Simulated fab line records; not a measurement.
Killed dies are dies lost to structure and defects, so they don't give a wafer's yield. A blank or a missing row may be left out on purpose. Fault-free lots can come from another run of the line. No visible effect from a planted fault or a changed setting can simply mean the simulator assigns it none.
fab line records -- flow nand-harc
[record] lots = 12, wafers = 36, last-day = 25
route steps=1159 shown P_ZERO_WELL@17 P_STI@84 END@1159
lots with no fault: from the same line, run without faults
start-h: start of the lot's first displayed wafer, in hours after the record's first day -- wait-h: time in hours since the lot's previous step -- " as in the row above -- L1.1+2: one row covering several wafers at once -- - no value, or no start was given -- * or withheld: withheld -- < > ~ a bound
route shown NAME@n: a module of which the file shows steps, and the number in the route of the first -- usual: mean/standard deviation of fault-free wafers -- same: alike in all rows -- chamber/n: place in a boat -- sites: the reading at each site -- _std_site: their standard deviation -- _edge_site: mean of outer sites minus mean of inner sites -- radius-mm: how far each site lies from the wafer's centre -- mask NAME#n: copy n -- behind: the most recent tool/chamber to have shaped the wafer -- hold: the reason the lot was held/the length of the hold in hours/how it ended -- device: names the non-switching transistor (n, p or np) -- end of line: at the end of the route, the tests of the same wafers -- where a step has no rows: the recipe by itself -- killed: the dies lost at the first sort to structure and to defects; this is not the yield of the wafer -- map: shows each die of a wafer: x if killed, . if not, _ if none is there
set.NAME: the setting as run; set.NAME@STEP: as run at that earlier step -- model.NAME: the simulator's own value behind a step, which no gauge read
one table for each step of the route and one row for each wafer, over a sample of lots
services: from which hour (start-h, from the record's first day; less than 0 if before it) a tool's chamber was out of use, for how many hours, and why
[[steps]]
[step NHARC_P_ZERO_WELL_ETCH_65]
[recipe] target-depth-a = 800, overetch-a = 240, time-s = 87.88, ion-energy-ev = 200, n2-flow-sccm = 150, h2-flow-sccm = 150, ar-flow-sccm = 0, rf-w = 400, bias-w = 150, chemistry = N2/H2
[usual] drypump-motor-current-A = 5.9/0.42, oes-product-au = 1.000/0.011, rf-vpp-V = 431.5/2.5, showerhead-plenum-p-Torr = 2.07/0.087, throttle-valve-pct = 14.171/0.0098
lot.wafer,tool,chamber,start-h,wait-h,drypump-motor-current-A,oes-product-au,rf-hours-counter-h,rf-vpp-V,showerhead-plenum-p-Torr,throttle-valve-pct
L844.1,rie-diel-04,3,13.96,0.4,6.2,0.998,6,431.6,2.11,14.149
L844.5,rie-diel-04,0,13.96,0.4,6.1,0.990,-,432.7,2.09,14.169
L844.6,rie-diel-04,1,13.96,0.4,6.3,0.997,-,430.6,2.09,14.172
L845.2,rie-diel-04,0,19.49,0.1,6.1,0.987,6,430.9,2.09,14.164
L845.3,rie-diel-04,1,19.49,0.1,6.3,0.988,6,431.8,2.09,14.182
L845.4,rie-diel-04,2,19.49,0.1,6.3,1.010,6,430.7,2.06,14.170
L846.4,rie-diel-07,1,25.79,0.1,5.9,1.015,11,434.5,2.18,14.169
L846.3,rie-diel-07,2,25.79,0.1,5.7,0.986,10,425.0,1.91,14.171
L846.5,rie-diel-07,2,25.79,0.1,5.7,0.996,-,427.5,1.91,14.176
L847.4,rie-diel-04,3,31.49,0.1,6.2,0.984,7,430.5,2.11,14.176
L847.3,rie-diel-04,0,31.49,0.1,6.1,0.989,7,432.6,2.09,14.183
L847.6,rie-diel-04,3,31.49,0.1,6.2,0.996,-,431.7,2.11,14.177
L848.2,rie-diel-07,3,37.50,0.1,5.4,1.008,12,429.7,1.98,14.165
L848.5,rie-diel-07,1,37.50,0.1,5.9,1.009,-,434.3,2.18,14.173
L848.6,rie-diel-07,2,37.50,0.1,5.7,0.985,-,428.0,1.91,14.166
L849.4,rie-diel-07,0,43.50,0.1,5.3,1.004,11,432.4,2.11,14.169
L849.6,rie-diel-07,2,43.50,0.1,5.7,0.987,-,426.9,1.91,14.179
L849.5,rie-diel-07,3,43.50,0.1,5.4,1.013,-,428.4,1.98,14.179
L851.4,rie-diel-11,3,55.49,0.1,5.1,0.998,1,433.5,2.20,14.153
L851.1,rie-diel-11,0,55.49,0.1,6.1,1.004,2,433.1,2.15,14.169
L851.3,rie-diel-11,1,55.49,0.1,6.6,1.000,2,427.1,1.93,14.162
L852.2,rie-diel-07,0,61.50,0.1,5.3,1.016,0,433.4,2.11,14.161
L852.6,rie-diel-07,1,61.50,0.1,5.8,0.992,-,434.4,2.18,14.178
L852.5,rie-diel-07,2,61.50,0.1,5.7,0.995,-,428.4,1.91,14.176
L855.2,rie-diel-04,0,79.60,0.1,6.1,0.986,9,431.6,2.09,14.167
L855.3,rie-diel-04,2,79.60,0.1,6.3,1.005,10,431.1,2.05,14.168
L855.5,rie-diel-04,1,79.60,0.1,6.3,0.995,-,431.0,2.09,14.170
L865.2,rie-diel-04,3,139.49,0.1,6.2,0.992,1,433.7,2.10,14.158
L865.4,rie-diel-04,0,139.49,0.1,6.1,0.989,2,430.9,2.09,14.172
L865.5,rie-diel-04,3,139.49,0.1,6.2,1.001,-,432.2,2.10,14.184
L866.1,rie-diel-07,3,145.51,0.1,5.4,0.998,8,428.8,1.98,14.178
L866.2,rie-diel-07,1,145.51,0.1,5.8,0.985,7,435.2,2.18,14.178
L866.5,rie-diel-07,2,145.51,0.1,5.7,0.994,-,427.5,1.91,14.162
L867.3,rie-diel-11,0,151.48,0.1,6.1,1.010,6,432.8,2.15,14.185
L867.2,rie-diel-11,2,151.48,0.1,5.9,1.014,9,432.5,2.05,14.176
L867.5,rie-diel-11,0,151.48,0.1,6.0,1.011,-,433.7,2.15,14.163
[step NHARC_P_ZERO_WELL_EXPOSE_21]
[recipe] na = 0.6, target-cd-nm = 720, dose-mj = 22.31, mask-id = P_NWELL
lot.wafer,tool,chamber,start-h,wait-h,mask
L844.1+5+6,krf-scanner-02,0,14.89,-,P_NWELL#0
L845.2+3+4,krf-scanner-01,0,20.44,-,P_NWELL#0
L846.3+4+5,krf-scanner-02,0,26.75,-,P_NWELL#0
L847.3+4+6,krf-scanner-03,0,32.43,-,P_NWELL#0
L848.2+5+6,krf-scanner-01,0,38.43,-,P_NWELL#0
L849.4+5+6,krf-scanner-02,0,44.47,-,P_NWELL#0
L851.1+3+4,krf-scanner-02,0,56.30,-,P_NWELL#0
L852.2+5+6,krf-scanner-03,0,62.43,-,P_NWELL#0
L855.2+3+5,krf-scanner-03,0,80.55,-,P_NWELL_R1#0
L865.2+4+5,krf-scanner-03,0,140.45,-,P_NWELL#0
L866.1+2+5,krf-scanner-03,0,146.34,-,P_NWELL#0
L867.2+3+5,krf-scanner-02,0,152.42,-,P_NWELL#0
[step NHARC_P_ZERO_WELL_CD_MEAS_24]
[recipe] target-cd-nm = 720, landing-energy-ev = 500
[usual] cd-nm = 720.5/2
lot.wafer,tool,chamber,start-h,wait-h,hold,cd-nm
L844.1,cd-sem-03,0,15.04,-,-,720.1
L844.5,cd-sem-03,0,15.04,-,-,721.0
L844.6,cd-sem-03,0,15.04,-,-,720.7
L845.2,cd-sem-03,0,20.59,-,-,723.0
L845.3,cd-sem-03,0,20.59,-,-,725.6
L845.4,cd-sem-03,0,20.59,-,-,724.8
L846.3,cd-sem-02,0,26.90,-,-,722.2
L846.4,cd-sem-02,0,26.90,-,-,723.7
L846.5,cd-sem-02,0,26.90,-,-,722.3
L847.3,cd-sem-03,0,32.59,-,-,720.3
L847.4,cd-sem-03,0,32.59,-,-,717.6
L847.6,cd-sem-03,0,32.59,-,-,718.5
L848.2,cd-sem-01,0,38.58,-,-,718.5
L848.5,cd-sem-01,0,38.58,-,-,717.4
L848.6,cd-sem-01,0,38.58,-,-,719.6
L849.4,cd-sem-02,0,44.61,-,-,716.2
L849.5,cd-sem-02,0,44.61,-,-,720.4
L849.6,cd-sem-02,0,44.61,-,-,720.2
L851.1,cd-sem-01,0,56.46,-,-,721.4
L851.3,cd-sem-01,0,56.46,-,-,720.3
L851.4,cd-sem-01,0,56.46,-,-,718.7
L852.2,cd-sem-03,0,62.58,-,-,719.3
L852.5,cd-sem-03,0,62.58,-,-,721.8
L852.6,cd-sem-03,0,62.58,-,-,720.0
L855.2,cd-sem-03,0,80.71,-,await-dispo/0.2h/release,706.5
L855.3,cd-sem-03,0,80.71,-,await-dispo/0.2h/release,704.9
L855.5,cd-sem-03,0,80.71,-,await-dispo/0.2h/release,706.0
L855.2,cd-sem-03,0,-,-,-,706.8
L855.3,cd-sem-03,0,-,-,-,704.8
L855.5,cd-sem-03,0,-,-,-,706.0
L865.2,cd-sem-03,0,140.62,-,-,718.3
L865.4,cd-sem-03,0,140.62,-,-,723.8
L865.5,cd-sem-03,0,140.62,-,-,722.0
L866.1,cd-sem-03,0,146.50,-,-,719.9
L866.2,cd-sem-03,0,146.50,-,-,720.0
L866.5,cd-sem-03,0,146.50,-,-,718.9
L867.2,cd-sem-01,0,152.58,-,-,720.5
L867.3,cd-sem-01,0,152.58,-,-,720.7
L867.5,cd-sem-01,0,152.58,-,-,723.1
[step NHARC_P_ZERO_WELL_DESCUM_26]
[recipe] time-s = 3, o2-flow-sccm = 200, ar-flow-sccm = 0, bias-power-w = 0, chemistry = O2
[usual] drypump-motor-current-A = 5.9/0.44, oes-product-au = 0.999/0.011, rf-vpp-V = 57.8/0.96, showerhead-plenum-p-Torr = 1.94/0.079, throttle-valve-pct = 11.311/0.008
[same] bias-power-w = 0
lot.wafer,tool,chamber,start-h,wait-h,drypump-motor-current-A,oes-product-au,rf-hours-counter-h,rf-vpp-V,showerhead-plenum-p-Torr,throttle-valve-pct
L844.1,rie-diel-07,2,15.20,-,5.7,0.987,9,57.2,1.80,11.307
L844.6,rie-diel-07,2,15.20,-,5.7,0.989,-,57.3,1.80,11.312
L844.5,rie-diel-07,3,15.20,-,5.4,1.009,-,57.3,1.86,11.302
L845.4,rie-diel-04,0,20.75,-,6.1,0.987,6,57.1,1.96,11.308
L845.2,rie-diel-04,1,20.75,-,6.3,0.995,6,58.7,1.96,11.327
L845.3,rie-diel-04,2,20.75,-,6.3,1.011,6,57.4,1.93,11.323
L846.4,rie-diel-07,3,27.07,-,5.4,1.014,12,58.4,1.86,11.313
L846.3,rie-diel-07,0,27.07,-,5.3,0.999,10,58.9,1.98,11.325
L846.5,rie-diel-07,2,27.07,-,5.7,0.981,-,56.5,1.80,11.309
L847.4,rie-diel-11,0,32.77,-,6.0,1.006,1,57.6,2.02,11.315
L847.3,rie-diel-11,1,32.77,-,6.6,0.994,1,56.5,1.81,11.309
L847.6,rie-diel-11,3,32.77,-,5.1,1.010,-,57.8,2.06,11.302
L848.2,rie-diel-04,2,38.78,-,6.3,1.010,7,57.4,1.93,11.302
L848.6,rie-diel-04,3,38.78,-,6.2,0.987,-,57.1,1.97,11.309
L848.5,rie-diel-04,0,38.78,-,6.1,0.978,-,57.9,1.96,11.310
L849.4,rie-diel-07,2,44.79,-,5.7,0.982,11,57.0,1.80,11.304
L849.6,rie-diel-07,0,44.79,-,5.3,1.000,-,57.4,1.98,11.312
L849.5,rie-diel-07,1,44.79,-,5.9,1.002,-,59.1,2.04,11.314
L851.3,rie-diel-04,2,56.62,-,6.2,1.004,9,57.6,1.93,11.312
L851.4,rie-diel-04,3,56.62,-,6.2,0.979,9,57.1,1.97,11.302
L851.1,rie-diel-04,0,56.62,-,6.1,0.985,8,58.9,1.96,11.306
L852.2,rie-diel-04,2,62.79,-,6.3,1.011,9,57.0,1.93,11.300
L852.6,rie-diel-04,3,62.79,-,6.2,0.982,-,57.2,1.97,11.303
L852.5,rie-diel-04,0,62.79,-,6.1,0.989,-,58.0,1.96,11.295
L855.2,rie-diel-11,3,95.02,-,5.1,1.005,3,58.7,2.06,11.317
L855.3,rie-diel-11,1,95.02,-,6.6,1.008,4,56.8,1.81,11.305
L855.5,rie-diel-11,1,95.02,-,6.6,1.010,-,56.2,1.81,11.313
L865.2,rie-diel-11,1,140.81,-,6.6,1.011,8,55.5,1.81,11.307
L865.4,rie-diel-11,2,140.81,-,5.9,1.009,-,59.0,1.93,11.310
L865.5,rie-diel-11,3,140.81,-,5.1,0.996,-,58.3,2.06,11.307
L866.1,rie-diel-11,2,146.67,-,5.9,1.015,8,59.1,1.93,11.303
L866.2,rie-diel-11,3,146.67,-,5.1,1.009,8,59.0,2.06,11.297
L866.5,rie-diel-11,2,146.67,-,5.9,1.005,-,57.6,1.93,11.315
L867.3,rie-diel-07,3,152.76,-,5.4,0.985,9,57.3,1.86,11.310
L867.2,rie-diel-07,0,152.76,-,5.3,0.996,9,56.2,1.98,11.304
L867.5,rie-diel-07,1,152.76,-,5.9,0.991,-,57.5,2.04,11.326
[step NHARC_P_STI_OVL_MEAS_10]
[usual] overlay-x-nm = 1/6.1, overlay-y-nm = 0/7.6
lot.wafer,tool,chamber,start-h,wait-h,overlay-x-nm,overlay-y-nm
L844.1,overlay-02,-,35.56,-,0,-5
L844.5,overlay-02,-,35.56,-,0,-5
L844.6,overlay-02,-,35.56,-,0,-4
L845.2,overlay-02,-,40.92,-,-12,-3
L845.3,overlay-02,-,40.92,-,-12,-3
L845.4,overlay-02,-,40.92,-,-12,-3
L846.3,overlay-01,-,47.28,-,0,10
L846.4,overlay-01,-,47.28,-,1,10
L846.5,overlay-01,-,47.28,-,0,10
L847.3,overlay-02,-,54.25,-,-11,10
L847.4,overlay-02,-,54.25,-,-11,10
L847.6,overlay-02,-,54.25,-,-11,10
L848.2,overlay-02,-,62.87,-,4,5
L848.5,overlay-02,-,62.87,-,3,4
L848.6,overlay-02,-,62.87,-,4,5
L849.4,overlay-02,-,66.19,-,10,-13
L849.5,overlay-02,-,66.19,-,9,-13
L849.6,overlay-02,-,66.19,-,9,-13
L851.1,overlay-02,-,73.82,-,3,-11
L851.3,overlay-02,-,73.82,-,2,-11
L851.4,overlay-02,-,73.82,-,2,-10
L852.2,overlay-01,-,86.19,-,6,-1
L852.5,overlay-01,-,86.19,-,6,-1
L852.6,overlay-01,-,86.19,-,6,-1
L855.2,overlay-01,-,113.34,-,3,1
L855.3,overlay-01,-,113.34,-,3,2
L855.5,overlay-01,-,113.34,-,3,2
L865.2,overlay-01,-,163.72,-,-5,7
L865.4,overlay-01,-,163.72,-,-4,7
L865.5,overlay-01,-,163.72,-,-4,6
L866.1,overlay-01,-,167.57,-,8,-12
L866.2,overlay-01,-,167.57,-,8,-13
L866.5,overlay-01,-,167.57,-,8,-12
L867.2,overlay-02,-,175.72,-,6,-3
L867.3,overlay-02,-,175.72,-,6,-3
L867.5,overlay-02,-,175.72,-,6,-4
[step NHARC_END_SORT_01]
[recipe] temp-c = 25
[usual] killed-at-array = 25/9.7, killed-at-other = 0.7/0.87, killed-at-periphery = 3.3/2.3, killed-dies = 29/11, killed-open = 3.6/2.1, killed-short = 2.3/1.7
[same] gross-dies = 677
lot.wafer,tool,chamber,start-h,wait-h,killed-at-array,killed-at-other,killed-at-periphery,killed-dies,killed-open,killed-short
L846.3,prober-02,0,453.38,3.1,22,0,4,26,1,1
L846.4,prober-02,0,454.19,3.4,23,1,4,28,3,3
L846.5,prober-02,0,454.99,3.7,12,0,4,16,1,2
L851.1,prober-02,0,470.33,2.5,30,0,2,32,4,8
L851.3,prober-02,0,471.91,3.1,30,0,2,32,2,2
L851.4,prober-02,0,472.71,3.4,25,0,3,28,8,0
L848.2,prober-01,0,471.08,2.8,36,0,4,40,8,2
L848.5,prober-01,0,473.45,3.6,32,0,5,37,6,1
L848.6,prober-01,0,474.23,3.9,21,1,1,23,2,1
L865.4,prober-02,0,584.97,3.4,41,1,0,42,3,3
// killed by level:class
L846.3 A_SLIT:chamber-film-flake=12 A_CHANNEL_HOLE_D1:chamber-film-flake=6 P_M1:chamber-film-flake=2 A_CONTACT:chamber-film-flake=2 P_CONTACT:geometric-particle:open=1 A_CHANNEL_FILL_D1:geometric-particle:short=1 P_M0:chamber-film-flake=1 A_STAIRCASE:chamber-film-flake=1
L846.4 A_CHANNEL_HOLE_D1:chamber-film-flake=7 A_SLIT:chamber-film-flake=7 P_M1:chamber-film-flake=3 A_M0:geometric-particle:short=2 A_STAIRCASE:chamber-film-flake=2 A_SOURCE_PLATE:geometric-particle:open=1 A_ONON_D1:geometric-particle:open=1 A_CHANNEL_FILL_D1:geometric-particle:short=1
L846.5 A_CHANNEL_HOLE_D1:chamber-film-flake=4 A_SLIT:chamber-film-flake=4 P_M1:chamber-film-flake=3 A_WL_FILL:geometric-particle:short=1 A_M0:geometric-particle:open=1 A_M0:geometric-particle:short=1 P_STI:chamber-film-flake=1 A_STAIRCASE:chamber-film-flake=1
L851.1 A_SLIT:chamber-film-flake=10 A_M0:chamber-film-flake=4 A_CHANNEL_FILL_D1:geometric-particle:short=3 A_M0:geometric-particle:short=3 A_CHANNEL_HOLE_D1:chamber-film-flake=3 A_ONON_D1:geometric-particle:open=2 P_M2:geometric-particle:open=1 A_ONON_D1:geometric-particle:short=1
L848.2 A_CHANNEL_HOLE_D1:chamber-film-flake=11 A_SLIT:chamber-film-flake=9 A_CONTACT:chamber-film-flake=4 A_CONTACT:geometric-particle:open=3 A_M0:chamber-film-flake=3 P_GATE:chamber-film-flake=2 P_GATE:geometric-particle:open=1 P_M0:geometric-particle:open=1
L851.3 A_SLIT:chamber-film-flake=14 A_CHANNEL_HOLE_D1:chamber-film-flake=5 A_M0:chamber-film-flake=3 A_STAIRCASE:chamber-film-flake=2 A_CONTACT:chamber-film-flake=2 A_ONON_D1:geometric-particle:short=1 A_WL_FILL:geometric-particle:open=1 A_WL_FILL:geometric-particle:short=1
L851.4 A_SLIT:chamber-film-flake=12 A_CHANNEL_HOLE_D1:chamber-film-flake=5 A_CONTACT:geometric-particle:open=2 A_CONTACT:chamber-film-flake=2 P_CONTACT:geometric-particle:open=1 P_M0:geometric-particle:open=1 A_SOURCE_PLATE:geometric-particle:open=1 A_ONON_D1:geometric-particle:open=1
L848.5 A_CHANNEL_HOLE_D1:chamber-film-flake=11 A_SLIT:chamber-film-flake=8 A_CONTACT:chamber-film-flake=4 A_M0:chamber-film-flake=3 A_BLC:geometric-particle:open=2 P_ZERO_WELL:chamber-film-flake=2 P_GATE:chamber-film-flake=2 P_M0:geometric-particle:open=1
L848.6 A_CHANNEL_HOLE_D1:chamber-film-flake=8 A_SLIT:chamber-film-flake=7 A_STAIRCASE:chamber-film-flake=2 A_CONTACT:chamber-film-flake=2 A_CONTACT:geometric-particle:short=1 A_CONTACT:geometric-particle:open=1 P_M1:chamber-film-flake=1 STARTING-WAFER:geometric-particle:open=1
L865.4 A_SLIT:chamber-film-flake=20 A_CONTACT:chamber-film-flake=4 A_CHANNEL_HOLE_D1:chamber-film-flake=4 A_BLC:chamber-film-flake=3 A_CONTACT:geometric-particle:open=2 A_ZERO_WELL:chamber-film-flake=2 A_WL_FILL:chamber-film-flake=2 A_CHANNEL_FILL_D1:geometric-particle:short=1
[[services]]
tool,chamber,start-h,hours,kind
rie-diel-04,0,-7.01,-,clean
rie-diel-04,1,-7.01,-,clean
rie-diel-04,2,-7.01,-,clean
rie-diel-04,3,-7.01,-,clean
rie-diel-11,3,-0.68,14.5,repair
krf-scanner-03,-,-0.13,4.0,pm
rie-diel-07,0,1.52,4.7,repair
rie-diel-07,1,5.70,-,clean
rie-diel-07,2,5.70,-,clean
rie-diel-07,3,5.70,-,clean
krf-scanner-02,-,8.70,0.6,repair
rie-diel-11,-,12.50,9.0,pm
krf-scanner-02,-,38.00,4.0,pm
rie-diel-07,-,51.20,9.0,pm
rie-diel-04,-,64.82,1.5,repair
rie-diel-11,0,74.20,17.4,repair
krf-scanner-01,-,84.00,4.0,pm
rie-diel-04,-,95.59,0.5,repair
krf-scanner-03,-,101.11,0.6,repair
rie-diel-04,-,111.92,9.0,pm
rie-diel-11,0,124.39,23.1,repair
krf-scanner-02,-,141.99,0.5,repair
rie-diel-07,0,144.38,1.3,repair
krf-scanner-01,-,146.33,1.7,repair
[[key]]
[first-sign] step = NHARC_P_ZERO_WELL_EXPOSE_21, reading = mask, direction = changed
[effect] step = NHARC_P_ZERO_WELL_CD_MEAS_24, reading = visit, direction = added
[effect] step = NHARC_P_ZERO_WELL_CD_MEAS_24, reading = cd-nm, direction = down, sigmas = 7.3, usual = 720.5, struck = 705.8
met-at NHARC_P_ZERO_WELL_EXPOSE_21
struck-lots L855
tester-left-out L855
not-acting-at NHARC_P_ZERO_WELL_ETCH_65,NHARC_P_ZERO_WELL_DESCUM_26,NHARC_P_STI_OVL_MEAS_10
onset-between 62.43 80.55
[fault] kind = wrong-mask, tool = any, chamber = -, onset-h = 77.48, steps = NHARC_P_ZERO_WELL_EXPOSE_21, aux-copy = P_NWELL_R1#0, cd-offset-nm = -16.225, scope = struck-lots-only
// tester-left-out: of these lots the tester's yield and bins aren't shown, on N5 and GAA mostly nor the transistor test; their killed dies are dies lost to structure and defects alone, not to doping, threshold or leakage, so they don't give the yield
